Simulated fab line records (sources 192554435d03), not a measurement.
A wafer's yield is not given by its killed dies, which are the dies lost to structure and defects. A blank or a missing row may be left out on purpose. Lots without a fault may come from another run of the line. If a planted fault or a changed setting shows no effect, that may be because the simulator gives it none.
Matching of chambers    flow n5_finfet    4 sister chambers for N5_BEOL_M1_STRIP_19 on rie_diel-03
The step strips in O2. 4 wafers are shown with their chamber, then 12 later ones without.

WAFERS, EACH WITH ITS CHAMBER
wafer   chamber  drypump_motor_current_A (A)
L088.3  0        5.9
L090.2  3        4.8
L090.3  1        5.3
L090.5  2        6.0

WAFERS WITH NO CHAMBER GIVEN
wafer   drypump_motor_current_A (A)
L091.3  4.8
L091.4  5.9
L091.6  5.4
L093.2  5.9
L093.5  4.8
L093.6  5.9
L094.2  5.4
L094.4  4.8
L094.5  6.0
L096.3  5.9
L096.5  6.0
L096.6  5.3

EACH ONE'S CHAMBER
wafer   from the rows above  in truth
L091.3  3                    3
L091.4  0                    0
L091.6  1                    1
L093.2  0                    0
L093.5  3                    3
L093.6  0                    0
L094.2  1                    1
L094.4  3                    3
L094.5  2                    2
L096.3  0                    0
L096.5  2                    2
L096.6  1                    1
Placed correctly: 12 of 12. Not placeable from these rows: 0. Number placed wrongly: 0.
How it was worked out, from the rows above alone: a wafer's distance from a chamber is the root of the sum, over the readings, of the square of ((its reading less the chamber's mean) divided by the reading's scatter). The wafer belongs to the nearest chamber; if the next one is less than 2 further off, it can't be placed. Each chamber's mean is taken over the wafers shown for it. The scatter (one wafer shown for each chamber): square how far every hidden wafer sits from the nearest shown wafer, average those squares and take the square root.
